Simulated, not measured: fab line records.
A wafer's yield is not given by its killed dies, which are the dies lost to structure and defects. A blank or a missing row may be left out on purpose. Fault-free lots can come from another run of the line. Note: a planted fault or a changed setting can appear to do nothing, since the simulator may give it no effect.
fab line records	flow n5_finfet
record: lots: 8	wafers: 24	last_day: 19
route steps=1938 shown BEOL_M0_SAQP@639 BEOL_M4@1111 PASSIVATION@1936
lots with no fault: from the same line, run without faults
start_h: hours from the record's opening day to when the first of the lot's shown wafers began	wait_h: hours elapsed since this lot's preceding step	" the same as in the row above	L1.1+2: one row covering several wafers at once	- no value, or no start given	* or withheld: withheld	< > ~ a bound
route shown NAME@n: NAME is a module with steps in the file, n the number in the route of the first one	usual: the fault-free wafers' mean and standard deviation	same: alike in all rows	chamber/n: place in a boat	sites: per-site readings	_std_site: their standard deviation	_edge_site: mean of outer sites minus mean of inner sites	radius_mm: how far each site lies from the wafer's centre	mask NAME#n: copy n	behind: the most recent tool/chamber to have shaped the wafer	hold: why the lot was held/for how many hours/how that ended	device: the n, p or np transistor that did not switch	end of line: the same wafers' tests at the end of the route	a step given without rows: its recipe and nothing more	killed: not the wafer's yield, but the dies lost to structure and defects at the first sort	map: dies across one wafer; x = killed, . = not, _ = none there
set.NAME: setting as actually run; set.NAME@STEP: the setting as run at that earlier step	model.NAME: the simulator's own value behind a step, which no gauge read
a sample of lots followed through the steps of the route, with each step as a table and each wafer as a row
services: from which hour (start_h, from the record's first day; less than 0 if before it) a tool's chamber was out of use, for how many hours, and why
== steps ==
step: N5_BEOL_M0_SAQP_THK_MEAS_05
usual: thk_nm: 60.2/0.75
lot.wafer	tool	chamber	start_h	wait_h	thk_nm
L780.2	film_metro-01	-	128.82	0.1	60.0
L780.4	"	-	"	"	60.5
L780.5	"	-	"	"	60.9
L783.2	film_metro-01	-	144.33	0.1	60.5
L783.3	"	-	"	"	59.4
L783.4	"	-	"	"	60.7
L786.1	film_metro-02	-	160.44	0.1	59.3
L786.2	"	-	"	"	59.7
L786.4	"	-	"	"	60.7
L787.1	film_metro-01	-	166.69	0.1	58.6
L787.2	"	-	"	"	59.8
L787.4	"	-	"	"	61.4
L798.2	film_metro-02	-	234.06	0.1	59.3
L798.5	"	-	"	"	60.4
L798.6	"	-	"	"	60.0
L792.3	film_metro-01	-	234.39	0.1	59.9
L792.5	"	-	"	"	60.8
L792.6	"	-	"	"	60.6
L799.1	film_metro-02	-	236.88	0.1	59.0
L799.4	"	-	"	"	60.1
L799.5	"	-	"	"	60.1
L800.1	film_metro-01	-	254.25	0.1	60.8
L800.3	"	-	"	"	59.4
L800.6	"	-	"	"	60.9
step: N5_BEOL_M0_SAQP_ETCH_83
recipe: chemistry: CF4	target: SiARC	target_depth_a: 390	mask_material: CAR-ArF	time_s: 65	ion_energy_ev: 80	pressure_mtorr: 40	source_w: 545	bias_w: 36	Ar_flow_sccm: 100	cf4_flow_sccm: 100	ends: cleared
usual: drypump_motor_current_A: 5.6/0.63	etch_rf_on_time_s: 65.0/1.3	oes_product_au: 0.64/0.06	rf_vpp_V: 184.2/1.1	showerhead_plenum_p_Torr: 2.16/0.06	throttle_valve_pct: 15.72/0.22
lot.wafer	tool	chamber	start_h	wait_h	drypump_motor_current_A	etch_rf_on_time_s	oes_product_au	rf_hours_counter_h	rf_vpp_V	showerhead_plenum_p_Torr	throttle_valve_pct
L780.2	rie_diel-01	3	129.50	0.0	4.7	64.7	0.62	209	183.3	2.12	15.86
L780.4	"	2	"	"	5.6	65.0	0.67	133	184.4	2.15	15.81
L780.5	"	2	"	"	5.6	65.5	0.66	-	183.7	2.15	15.81
L783.2	rie_diel-06	0	144.94	0.0	6.3	65.0	0.72	64	184.6	2.24	15.31
L783.3	"	3	"	"	5.4	63.9	0.64	168	184.3	2.14	15.71
L783.4	"	3	"	"	5.5	63.7	0.65	-	184.8	2.14	15.69
L786.1	rie_diel-01	1	161.07	0.0	5.2	63.5	0.60	220	186.7	2.21	15.69
L786.2	"	3	"	"	4.7	64.6	0.60	219	184.8	2.11	15.89
L786.4	"	2	"	"	5.5	66.1	0.65	143	185.2	2.15	15.82
L787.1	rie_diel-01	3	167.30	0.0	4.7	65.3	0.60	221	183.4	2.12	15.90
L787.2	"	2	"	"	5.5	66.9	0.65	145	184.4	2.15	15.84
L787.4	"	1	"	"	5.2	63.6	0.59	222	185.6	2.21	15.67
L798.2	rie_diel-06	0	235.25	0.0	6.4	64.3	0.69	85	184.3	2.24	15.35
L798.5	"	3	"	"	5.4	63.3	0.63	-	183.7	2.13	15.74
L798.6	"	0	"	"	6.4	63.6	0.70	-	185.2	2.24	15.34
L792.3	rie_diel-05	1	235.44	0.0	6.7	66.2	0.61	180	183.4	2.05	15.80
L792.5	"	1	"	"	6.7	66.4	0.62	-	182.5	2.05	15.79
L792.6	"	0	"	"	6.7	65.0	0.59	-	182.3	2.04	16.09
L799.1	rie_diel-06	1	237.51	0.0	5.4	67.5	0.60	201	184.1	2.12	15.77
L799.4	"	2	"	"	6.5	63.9	0.76	19	183.3	2.11	15.26
L799.5	"	2	"	"	6.5	64.0	0.76	-	183.3	2.11	15.26
L800.1	rie_diel-01	2	255.29	0.0	5.6	66.5	0.63	177	183.9	2.14	15.91
L800.3	"	0	"	"	5.0	65.0	0.64	185	184.2	2.22	15.98
L800.6	"	0	"	"	5.0	65.0	0.63	-	185.2	2.22	15.96
step: N5_BEOL_M0_SAQP_SPACER2_ETCHBACK_27
recipe: chemistry: CHF3/O2	mode: anisotropic_etchback	target: SiO2	target_depth_a: 225	time_s: 11.25	pressure_mtorr: 30	source_w: 650	bias_w: 170	Ar_flow_sccm: 200	CHF3_flow_sccm: 50	O2_flow_sccm: 5	ion_energy_ev: 200
usual: drypump_motor_current_A: 5.5/0.73	oes_o_777_au: 0.74/0.071	oes_product_au: 0.74/0.069	rf_vpp_V: 528/11	showerhead_plenum_p_Torr: 2.42/0.079	throttle_valve_pct: 19.09/0.19
lot.wafer	tool	chamber	start_h	wait_h	drypump_motor_current_A	oes_o_777_au	oes_product_au	rf_hours_counter_h	rf_vpp_V	showerhead_plenum_p_Torr	throttle_valve_pct
L780.2	rie_diel-01	0	132.74	0.3	5.0	0.78	0.78	142	546	2.50	19.08
L780.4	"	2	"	"	5.6	0.78	0.79	134	542	2.42	19.13
L780.5	"	1	"	"	5.2	0.70	0.71	-	532	2.49	18.91
L783.2	rie_diel-05	2	148.41	0.3	5.3	0.71	0.71	201	524	2.49	18.97
L783.3	"	3	"	"	4.9	0.97	0.96	8	519	2.55	18.80
L783.4	"	1	"	"	6.7	0.74	0.75	148	511	2.33	19.11
L786.1	rie_diel-01	3	164.28	0.3	4.7	0.71	0.71	220	527	2.38	19.21
L786.2	"	0	"	"	5.0	0.77	0.77	153	545	2.49	19.10
L786.4	"	2	"	"	5.6	0.77	0.77	144	543	2.42	19.16
L787.1	rie_diel-01	2	170.70	0.4	5.6	0.76	0.76	146	540	2.42	19.15
L787.2	"	1	"	"	5.2	0.68	0.69	223	529	2.49	18.92
L787.4	"	3	"	"	4.7	0.71	0.70	222	527	2.38	19.21
L798.2	rie_diel-01	3	239.82	0.3	4.7	0.70	0.68	246	528	2.37	19.26
L798.5	"	0	"	"	5.0	0.75	0.75	-	546	2.48	19.12
L798.6	"	3	"	"	4.7	0.70	0.69	-	527	2.37	19.25
L792.3	rie_diel-01	3	242.83	0.3	4.7	0.70	0.68	247	528	2.37	19.24
L792.5	"	3	"	"	4.7	0.70	0.69	-	527	2.37	19.25
L792.6	"	0	"	"	5.0	0.75	0.75	-	545	2.48	19.14
L799.1	rie_diel-01	3	244.16	0.4	4.7	0.70	0.69	248	528	2.37	19.24
L799.4	"	0	"	"	5.0	0.74	0.75	180	544	2.48	19.14
L799.5	"	1	"	"	5.2	0.68	0.67	-	531	2.48	18.95
L800.1	rie_diel-01	2	259.00	0.3	5.5	0.73	0.73	179	542	2.40	19.22
L800.3	"	3	"	"	4.7	0.69	0.68	255	528	2.37	19.26
L800.6	"	2	"	"	5.6	0.74	0.73	-	543	2.40	19.20
step: N5_BEOL_M0_SAQP_MANDREL2_REMOVE_110
recipe: chemistry: HBr/Cl2/O2	bt_time_s: 10	target: a-Si	stop_on: SiCN	endpoint: OES-SiCl	over_etch_frac: 1	icp_w: 600	bias_w: 30	HBr_flow_sccm: 150	Cl2_flow_sccm: 80	O2_flow_sccm: 5	pressure_mtorr: 10
usual: drypump_motor_current_A: 5.7/0.61	oes_o_777_au: 0.99/0.042	oes_product_au: 1.001/0.018	throttle_valve_pct: 36.7/0.41
lot.wafer	tool	chamber	start_h	wait_h	drypump_motor_current_A	oes_o_777_au	oes_product_au	rf_hours_counter_h	throttle_valve_pct
L780.2	rie_si-03	3	132.83	0.1	6.7	0.96	0.986	99	37.1
L780.4	"	2	"	"	5.9	1.02	1.004	-	36.7
L780.5	"	3	"	"	6.7	0.95	0.982	-	37.1
L783.2	rie_si-03	1	148.50	0.1	5.3	1.03	0.997	20	36.5
L783.3	"	3	"	"	6.7	0.95	0.996	99	37.1
L783.4	"	0	"	"	4.9	0.97	0.971	91	36.6
L786.1	rie_si-03	3	164.36	0.1	6.7	0.95	0.990	99	37.1
L786.2	"	0	"	"	5.0	0.97	0.983	91	36.6
L786.4	"	2	"	"	5.9	1.02	0.904	190	36.7
L787.1	rie_si-04	2	170.79	0.1	5.5	0.94	0.877	9	37.0
L787.2	"	1	"	"	6.0	1.03	0.989	10	36.4
L787.4	"	3	"	"	6.2	0.96	1.016	74	35.9
L798.2	rie_si-04	0	239.90	0.1	4.7	0.96	0.998	83	36.2
L798.5	"	1	"	"	6.0	1.03	0.997	-	36.4
L798.6	"	2	"	"	5.5	0.95	1.038	-	37.0
L792.3	rie_si-03	0	242.92	0.1	4.9	0.96	0.973	93	36.6
L792.5	"	1	"	"	5.3	1.04	0.997	-	36.5
L792.6	"	0	"	"	4.9	0.96	0.993	-	36.6
L799.1	rie_si-04	1	244.25	0.1	6.0	1.02	0.982	12	36.4
L799.4	"	3	"	"	6.2	0.96	0.993	76	35.9
L799.5	"	2	"	"	5.6	0.94	1.030	-	37.0
L800.1	rie_si-05	1	259.09	0.1	5.4	1.00	1.005	45	36.7
L800.3	"	0	"	"	5.5	1.09	0.991	35	36.4
L800.6	"	0	"	"	5.5	1.08	0.990	-	36.5
step: N5_BEOL_M0_SAQP_DESCUM_45
recipe: chemistry: O2	time_s: 7	source_power_w: 50	bias_power_w: 20	pressure_mtorr: 20	rf_frequency_hz: 2.712e+07	temp_c: 40	resist: CAR-EUV	o2_flow_sccm: 225
usual: drypump_motor_current_A: 5.5/0.68	oes_product_au: 0.75/0.068	rf_vpp_V: 243.3/1.3	showerhead_plenum_p_Torr: 2.10/0.071	throttle_valve_pct: 20.53/0.25
lot.wafer	tool	chamber	start_h	wait_h	drypump_motor_current_A	oes_product_au	rf_hours_counter_h	rf_vpp_V	showerhead_plenum_p_Torr	throttle_valve_pct
L780.2	rie_diel-01	2	133.91	0.6	5.6	0.78	135	242.6	2.10	20.71
L780.4	"	1	"	"	5.2	0.71	211	243.9	2.15	20.29
L780.5	"	1	"	"	5.2	0.71	-	242.6	2.15	20.27
L783.2	rie_diel-01	1	149.17	0.0	5.2	0.70	216	245.1	2.15	20.27
L783.3	"	2	"	"	5.6	0.78	139	242.9	2.10	20.71
L783.4	"	3	"	"	4.7	0.70	215	243.2	2.09	20.84
L786.1	rie_diel-05	2	165.03	0.0	5.3	0.71	205	245.6	2.15	20.41
L786.2	"	3	"	"	5.0	0.95	12	243.7	2.23	20.40
L786.4	"	1	"	"	6.7	0.74	153	241.0	1.99	20.46
L787.1	rie_diel-05	0	171.33	0.0	6.7	0.70	201	242.2	1.98	20.73
L787.2	"	1	"	"	6.7	0.73	156	242.0	1.99	20.45
L787.4	"	0	"	"	6.7	0.69	-	241.3	1.98	20.73
L798.2	rie_diel-01	0	240.83	0.4	5.0	0.76	179	243.8	2.17	20.76
L798.5	"	0	"	"	5.0	0.75	-	244.5	2.17	20.76
L798.6	"	3	"	"	4.7	0.68	-	241.4	2.08	20.90
L792.3	rie_diel-01	3	243.46	0.0	4.7	0.68	248	242.4	2.08	20.90
L792.5	"	2	"	"	5.6	0.75	-	242.3	2.09	20.75
L792.6	"	1	"	"	5.2	0.67	-	244.2	2.13	20.33
L799.1	rie_diel-06	2	244.93	0.2	6.5	0.87	22	242.6	2.04	20.03
L799.4	"	0	"	"	6.4	0.81	89	245.6	2.19	20.12
L799.5	"	0	"	"	6.4	0.81	-	244.1	2.19	20.11
L800.1	rie_diel-06	3	259.86	0.1	5.4	0.72	197	244.5	2.06	20.41
L800.3	"	0	"	"	6.4	0.80	96	243.8	2.19	20.14
L800.6	"	2	"	"	6.5	0.86	-	242.3	2.04	20.06
step: N5_BEOL_M4_RC_MEAS_101
usual: DIBL_N: 36.3/1.9	DIBL_P: 36.0/2.1	IOFF_N: 0.16/0.031	IOFF_P: 0.21/0.035	ION_N: 675/14	ION_P: 464/8.5	SS_N: 71.5/0.6	SS_P: 73.3/0.72	VT_N: 250/3.2	VT_P: -250/3.1
lot.wafer	tool	chamber	start_h	wait_h	DIBL_N[mV/V]	DIBL_P[mV/V]	IOFF_N[nA/um]	IOFF_P[nA/um]	ION_N[uA/um]	ION_P[uA/um]	SS_N[mV/dec]	SS_P[mV/dec]	VT_N[mV]	VT_P[mV]
L780.2	prober-01	0	183.01	0.2	34.5	36.0	0.14	0.19	691	475	70.4	73.7	249	-252
L780.4	"	0	"	"	34.5	36.8	0.14	0.20	673	464	70.9	74.3	251	-250
L780.5	"	0	"	"	39.1	41.7	0.24	0.29	698	470	71.9	74.9	242	-247
L783.2	prober-02	0	198.42	0.2	39.9	40.2	0.22	0.26	692	471	72.2	75.1	247	-246
L783.3	"	0	"	"	38.3	37.8	0.18	0.23	689	473	71.7	73.6	247	-246
L783.4	"	0	"	"	37.1	35.9	0.17	0.21	701	477	71.5	74.6	246	-248
L786.1	prober-01	0	208.91	0.0	37.2	39.2	0.19	0.23	662	451	72.9	73.5	250	-249
L786.2	"	0	"	"	33.7	35.7	0.13	0.18	667	454	70.8	72.9	252	-255
L786.4	"	0	"	"	30.6	31.6	0.09	0.13	638	441	70.6	72.3	256	-255
L787.1	prober-01	0	214.27	0.0	35.1	35.4	0.14	0.20	681	474	71.3	72.9	250	-250
L787.2	"	0	"	"	34.2	34.7	0.13	0.19	668	459	71.3	73.1	254	-251
L787.4	"	0	"	"	34.3	32.9	0.11	0.15	656	449	71.3	72.6	259	-254
L798.2	prober-02	0	288.12	0.2	38.4	36.3	0.17	0.21	663	453	72.6	73.2	250	-250
L798.5	"	0	"	"	35.6	34.7	0.12	0.19	668	464	71.1	73.2	252	-251
L798.6	"	0	"	"	38.0	37.4	0.16	0.22	676	460	72.0	74.0	248	-246
L792.3	prober-01	0	302.67	0.3	33.1	32.6	0.11	0.14	665	450	69.9	72.3	255	-255
L792.5	"	0	"	"	37.4	37.9	0.17	0.21	680	470	71.8	73.6	253	-252
L792.6	"	0	"	"	33.9	34.1	0.12	0.15	664	453	70.9	72.7	254	-255
L799.1	prober-02	0	324.58	0.0	35.8	36.4	0.15	0.23	676	469	72.4	73.1	251	-249
L799.4	"	0	"	"	34.3	34.6	0.13	0.19	673	465	71.7	72.1	253	-250
L799.5	"	0	"	"	36.3	36.0	0.15	0.21	676	465	72.0	72.5	251	-249
L800.1	prober-01	0	340.67	0.0	36.2	36.7	0.15	0.21	668	460	71.1	73.1	250	-249
L800.3	"	0	"	"	36.5	36.7	0.15	0.21	668	458	70.7	73.2	251	-248
L800.6	"	0	"	"	36.9	37.3	0.16	0.21	665	457	71.4	74.1	251	-250
step: N5_PASSIVATION_PROBE_49
usual: defect_limited_yield: 91.0/1.5	killed_at_M0_to_M3: 32/9.6	killed_at_M4_up: 13/4.7	killed_at_contacts: 13/7.2	killed_at_front_end: 44/13	killed_at_other: 4/3.4	killed_dies: 106/18	killed_open: 70/13	killed_short: 35/8	sort_bin_5_function: 5.3/0.97	sort_bin_6_memory: 3.4/0.73	sort_bin_8_speed: 0.00/0.036	sort_n_pass: 1074/18	sort_yield_pct: 91.0/1.5
same: gross_dies: 1180	killed_at_back_side: 0	sort_bin_4_leakage[%]: 0
lot.wafer	tool	chamber	start_h	wait_h	defect_limited_yield[%]	killed_at_M0_to_M3	killed_at_M4_up	killed_at_contacts	killed_at_front_end	killed_at_other	killed_dies	killed_open	killed_short	sort_bin_5_function[%]	sort_bin_6_memory[%]	sort_bin_8_speed[%]	sort_n_pass	sort_yield_pct[%]
L780.2	prober-02	-	260.82	0.1	87.5	37	13	24	71	2	147	106	41	6.8	5.2	0	1033	87.5
L780.4	prober-02	-	260.92	0.2	90.0	30	20	13	47	8	118	78	39	6.1	3.6	0	1062	90.0
L780.5	prober-02	-	260.97	0.2	91.1	23	13	14	49	6	105	66	39	5.9	2.5	0	1075	91.1
L783.2	prober-02	-	279.61	0.1	91.7	19	15	19	33	12	98	64	34	4.5	3.5	0	1082	91.7
L783.3	prober-02	-	279.66	0.1	91.3	21	14	12	47	9	103	67	35	4.3	4.1	0	1077	91.3
L783.4	prober-02	-	279.71	0.2	93.1	18	16	21	25	2	82	56	26	4.2	2.5	0	1098	93.1
L786.1	prober-01	-	295.16	0.0	92.4	21	11	10	41	7	90	56	32	4.3	3.0	0	1090	92.4
L786.2	prober-01	-	295.21	0.1	91.3	21	7	8	65	2	103	72	29	4.7	3.8	0	1077	91.3
L786.4	prober-01	-	295.31	0.2	77.5	218	10	7	27	4	266	44	27	19.8	2.5	0.25	911	77.2
L787.1	prober-02	-	296.23	0.3	64.2	335	13	29	46	0	423	81	41	32.0	3.6	0	757	64.2
L787.2	prober-02	-	296.28	0.3	90.9	51	9	16	24	7	107	72	35	5.5	3.5	0	1073	90.9
L787.4	prober-02	-	296.38	0.4	91.7	26	19	15	35	3	98	68	30	4.4	3.8	0	1082	91.7
L798.2	prober-02	-	392.72	0.1	88.6	46	11	12	63	3	135	90	42	5.8	5.3	0	1045	88.6
L798.5	prober-02	-	392.87	0.2	91.0	37	11	9	42	7	106	70	32	5.7	2.7	0	1074	91.0
L798.6	prober-02	-	392.92	0.3	90.5	35	10	9	52	6	112	68	44	5.3	3.9	0	1068	90.5
L792.3	prober-02	-	425.17	0.1	89.3	19	11	13	76	7	126	68	55	6.4	3.9	0	1054	89.3
L792.5	prober-02	-	425.27	0.2	91.3	29	17	12	42	3	103	58	37	5.4	3.0	0	1077	91.3
L792.6	prober-02	-	425.32	0.3	90.3	43	10	10	47	5	115	76	30	4.7	4.2	0	1065	90.3
L799.1	prober-01	-	432.54	0.0	92.1	27	17	8	36	5	93	61	32	4.0	3.7	0	1087	92.1
L799.4	prober-01	-	432.69	0.2	92.5	25	12	7	41	3	88	51	37	4.3	2.7	0	1092	92.5
L799.5	prober-01	-	432.74	0.2	90.4	35	18	14	44	2	113	78	35	5.7	3.6	0	1067	90.4
L800.1	prober-01	-	446.48	0.0	90.4	51	15	13	32	2	113	76	37	6.1	3.4	0	1067	90.4
L800.3	prober-01	-	446.58	0.1	93.5	23	4	6	38	6	77	50	27	3.7	2.5	0	1103	93.5
L800.6	prober-01	-	446.73	0.3	91.3	30	17	20	34	2	103	72	31	5.5	2.8	0	1077	91.3
killed by level:class
L780.2 MOL_CONTACT_COAG:geometric_particle:open=20 FIN_SAQP:geometric_particle:open=19 STI_FIN_REVEAL:geometric_particle:open=15 FIN_SAQP:geometric_particle:short=14 BEOL_M3:geometric_particle:open=10 BEOL_M0_SAQP:geometric_particle:open=9 BEOL_M4:geometric_particle:open=7 BEOL_M2:geometric_particle:open=6
L780.4 MOL_CONTACT_COAG:geometric_particle:open=12 FIN_SAQP:geometric_particle:open=10 BEOL_M0_SAQP:geometric_particle:open=10 BEOL_M4:geometric_particle:open=10 STI_FIN_REVEAL:geometric_particle:open=5 FIN_SAQP:geometric_particle:short=4 STI_FIN_REVEAL:geometric_particle:short=4 DUMMY_GATE:geometric_particle:open=4
L780.5 FIN_SAQP:geometric_particle:open=17 MOL_CONTACT_COAG:geometric_particle:open=11 BEOL_M0_SAQP:geometric_particle:open=7 FIN_SAQP:geometric_particle:short=6 STI_FIN_REVEAL:geometric_particle:open=6 GATE_CUT:geometric_particle:short=6 BEOL_M0_SAQP:geometric_particle:short=5 BEOL_M2:geometric_particle:open=5
L783.2 MOL_CONTACT_COAG:geometric_particle:open=15 FIN_SAQP:geometric_particle:open=8 BEOL_M0_SAQP:geometric_particle:open=8 FIN_SAQP:geometric_particle:short=6 DUMMY_GATE:geometric_particle:open=6 BEOL_M4:geometric_particle:short=5 BEOL_M4:geometric_particle:open=5 MOL_CONTACT_COAG:geometric_particle:short=4
L783.3 STI_FIN_REVEAL:geometric_particle:open=10 MOL_CONTACT_COAG:geometric_particle:open=8 FIN_SAQP:geometric_particle:open=7 GATE_CUT:geometric_particle:short=5 GATE_CUT:geometric_particle:open=5 BEOL_M0_SAQP:geometric_particle:open=5 BEOL_M0_SAQP:geometric_particle:short=5 FIN_SAQP:geometric_particle:short=4
L783.4 MOL_CONTACT_COAG:geometric_particle:open=16 BEOL_M4:geometric_particle:open=9 FIN_SAQP:geometric_particle:open=6 BEOL_M4:geometric_particle:short=6 GATE_CUT:geometric_particle:open=6 MOL_CONTACT_COAG:geometric_particle:short=5 BEOL_M0:geometric_particle:open=4 STI_FIN_REVEAL:geometric_particle:open=3
L786.1 STI_FIN_REVEAL:geometric_particle:open=13 MOL_CONTACT_COAG:geometric_particle:open=10 FIN_SAQP:geometric_particle:open=9 BEOL_M0_SAQP:geometric_particle:short=8 GATE_CUT:geometric_particle:short=5 BEOL_M4:geometric_particle:open=5 BEOL_M0_SAQP:geometric_particle:open=4 BEOL_M2:geometric_particle:open=4
L786.2 STI_FIN_REVEAL:geometric_particle:open=32 FIN_SAQP:geometric_particle:short=8 STI_FIN_REVEAL:geometric_particle:short=8 MOL_CONTACT_COAG:geometric_particle:open=7 BEOL_M2:geometric_particle:open=6 FIN_SAQP:geometric_particle:open=5 BEOL_M1:geometric_particle:open=5 STARTING-WAFER:geometric_particle:short=4
L786.4 BEOL_M0_SAQP:area_etchback=194 BEOL_M2:geometric_particle:open=7 FIN_SAQP:geometric_particle:open=6 MOL_CONTACT_COAG:geometric_particle:open=5 FIN_SAQP:geometric_particle:short=4 GATE_CUT:geometric_particle:short=4 GATE_CUT:geometric_particle:open=4 BEOL_M0_SAQP:geometric_particle:short=4
L787.1 BEOL_M0_SAQP:area_etchback=301 MOL_CONTACT_COAG:geometric_particle:open=25 FIN_SAQP:geometric_particle:short=15 FIN_SAQP:geometric_particle:open=13 BEOL_M4:geometric_particle:open=10 BEOL_M0_SAQP:geometric_particle:open=10 BEOL_M0_SAQP:geometric_particle:short=9 BEOL_M3:geometric_particle:open=9
L787.2 BEOL_M3:geometric_particle:open=13 MOL_CONTACT_COAG:geometric_particle:open=13 BEOL_M0_SAQP:geometric_particle:open=11 BEOL_M0_SAQP:geometric_particle:short=11 FIN_SAQP:geometric_particle:open=7 BEOL_M1:geometric_particle:open=6 FIN_SAQP:geometric_particle:short=5 BEOL_M2:geometric_particle:open=4
L787.4 MOL_CONTACT_COAG:geometric_particle:open=14 FIN_SAQP:geometric_particle:open=9 FIN_SAQP:geometric_particle:short=8 BEOL_M4:geometric_particle:open=8 BEOL_M0_SAQP:geometric_particle:short=6 BEOL_M3:geometric_particle:open=6 STI_FIN_REVEAL:geometric_particle:open=5 BEOL_M0_SAQP:geometric_particle:open=4
L798.2 STI_FIN_REVEAL:geometric_particle:open=20 BEOL_M2:geometric_particle:open=14 FIN_SAQP:geometric_particle:short=11 FIN_SAQP:geometric_particle:open=10 BEOL_M3:geometric_particle:open=10 MOL_CONTACT_COAG:geometric_particle:open=8 BEOL_M0_SAQP:geometric_particle:short=6 BEOL_M0_SAQP:geometric_particle:open=5
L798.5 STI_FIN_REVEAL:geometric_particle:open=10 BEOL_M0_SAQP:geometric_particle:open=10 FIN_SAQP:geometric_particle:open=9 BEOL_M0_SAQP:geometric_particle:short=9 BEOL_M3:geometric_particle:open=7 BEOL_M4:geometric_particle:open=7 FIN_SAQP:geometric_particle:short=6 MOL_CONTACT_COAG:geometric_particle:open=6
L798.6 STI_FIN_REVEAL:geometric_particle:open=16 FIN_SAQP:geometric_particle:short=10 FIN_SAQP:geometric_particle:open=9 BEOL_M0_SAQP:geometric_particle:short=9 BEOL_M1:geometric_particle:open=8 MOL_CONTACT_COAG:geometric_particle:open=6 BEOL_M3:geometric_particle:open=6 BEOL_M4:geometric_particle:open=6
L792.3 FIN_SAQP:geometric_particle:short=28 FIN_SAQP:geometric_particle:open=23 MOL_CONTACT_COAG:geometric_particle:open=9 GATE_CUT:geometric_particle:short=8 ILD0:geometric_particle:open=6 BEOL_M2:geometric_particle:open=6 BEOL_M4:geometric_particle:open=5 STARTING-WAFER:geometric_particle:open=4
L792.5 FIN_SAQP:geometric_particle:short=16 MOL_CONTACT_COAG:geometric_particle:open=10 BEOL_M0_SAQP:geometric_particle:short=8 BEOL_M3:geometric_particle:open=8 FIN_SAQP:geometric_particle:open=7 STI_FIN_REVEAL:geometric_particle:open=5 BEOL_M0_SAQP:geometric_particle:open=4 BEOL_M0:geometric_particle:open=4
L792.6 FIN_SAQP:geometric_particle:open=13 BEOL_M2:geometric_particle:open=13 MOL_CONTACT_COAG:geometric_particle:open=10 BEOL_M0_SAQP:geometric_particle:short=10 BEOL_M0_SAQP:geometric_particle:open=7 FIN_SAQP:geometric_particle:short=6 HKMG_FIN:area_etch=6 GATE_CUT:geometric_particle:open=5
L799.1 STI_FIN_REVEAL:geometric_particle:open=9 FIN_SAQP:geometric_particle:open=7 BEOL_M4:geometric_particle:open=7 FIN_SAQP:geometric_particle:short=5 MOL_CONTACT_COAG:geometric_particle:open=5 BEOL_M1:geometric_particle:open=5 BEOL_M3:geometric_particle:open=5 DUMMY_GATE:geometric_particle:open=4
L799.4 BEOL_M1:geometric_particle:open=8 STI_FIN_REVEAL:geometric_particle:open=6 GATE_CUT:geometric_particle:short=6 BEOL_M0_SAQP:geometric_particle:open=6 BEOL_M4:geometric_particle:open=6 DUMMY_GATE:geometric_particle:short=5 MOL_CONTACT_COAG:geometric_particle:open=5 FIN_SAQP:geometric_particle:open=4
L799.5 MOL_CONTACT_COAG:geometric_particle:open=14 FIN_SAQP:geometric_particle:open=12 STI_FIN_REVEAL:geometric_particle:open=11 FIN_SAQP:geometric_particle:short=10 BEOL_M4:geometric_particle:open=9 BEOL_M1:geometric_particle:open=9 BEOL_M0_SAQP:geometric_particle:open=6 BEOL_M0_SAQP:geometric_particle:short=4
L800.1 BEOL_M0_SAQP:geometric_particle:short=14 STI_FIN_REVEAL:geometric_particle:open=13 MOL_CONTACT_COAG:geometric_particle:open=13 BEOL_M4:geometric_particle:open=10 BEOL_M1:geometric_particle:short=7 BEOL_M3:geometric_particle:open=7 BEOL_M2:geometric_particle:open=6 STARTING-WAFER:geometric_particle:short=6
L800.3 STI_FIN_REVEAL:geometric_particle:open=9 BEOL_M3:geometric_particle:open=9 DUMMY_GATE:geometric_particle:open=5 GATE_CUT:geometric_particle:short=5 STARTING-WAFER:geometric_particle:short=5 MOL_CONTACT_COAG:geometric_particle:open=4 STI_FIN_REVEAL:geometric_particle:short=3 ILD0:geometric_particle:open=3
L800.6 MOL_CONTACT_COAG:geometric_particle:open=16 BEOL_M2:geometric_particle:open=9 BEOL_M4:geometric_particle:open=7 STI_FIN_REVEAL:geometric_particle:open=6 STI_FIN_REVEAL:geometric_particle:short=5 BEOL_M0_SAQP:geometric_particle:open=5 BEOL_M3:geometric_particle:open=5 FIN_SAQP:geometric_particle:open=4
== services ==
tool	chamber	start_h	hours	kind
rie_si-03	0	125.66	9.2	repair
rie_diel-06	2	128.02	-	clean
rie_diel-06	2	128.02	-	consumable_replace:focus_ring
rie_diel-06	2	128.02	22.3	scheduled_down
rie_diel-06	2	128.02	22.3	vent_cycle
rie_si-03	-	129.77	0.4	repair
rie_diel-05	2	167.42	14.2	repair
rie_diel-06	-	168.33	28.1	pm
rie_si-03	3	183.85	32.6	repair
rie_si-04	-	194.70	2.8	pm
rie_si-03	1	198.13	6.3	repair
rie_si-05	0	208.92	5.1	repair
rie_si-03	2	216.45	-	clean
rie_si-03	2	216.45	26.9	scheduled_down
rie_si-03	2	216.45	26.9	vent_cycle
rie_diel-01	1	249.23	-	clean
rie_diel-01	1	249.23	-	consumable_replace:focus_ring
rie_diel-01	1	249.23	20.2	scheduled_down
rie_diel-01	1	249.23	20.2	vent_cycle
rie_si-03	3	253.67	12.9	repair
rie_diel-05	-	253.99	4.3	pm
rie_si-03	-	254.68	0.1	repair
== key ==
first_sign: step: N5_BEOL_M0_SAQP_MANDREL2_REMOVE_110	reading: oes_product_au	direction: down	sigmas: 6.3	usual: 1.001	struck: 0.890
effect: step: N5_PASSIVATION_PROBE_49	reading: killed_at_M0_to_M3	direction: up	sigmas: 26	usual: 32	struck: 276
more_kills_born_at: N5_BEOL_M0_SAQP_SPACER2_ETCHBACK_27@rie_diel-01: 495
met_at N5_BEOL_M0_SAQP_SPACER2_ETCHBACK_27
struck_lots L786,L787
struck_wafers L786.4,L787.1
not_acting_at N5_BEOL_M0_SAQP_THK_MEAS_05,N5_BEOL_M0_SAQP_ETCH_83,N5_BEOL_M0_SAQP_DESCUM_45
onset_between 132.74 164.28
fault: kind: process_parameter_drift	tool: rie_diel-01	chamber: 2	onset_h: 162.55	steps: N5_BEOL_M0_SAQP_SPACER2_ETCHBACK_27	channel: time_s	offset: *	shape: step	end_h: 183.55	acts_in: *	stated: *
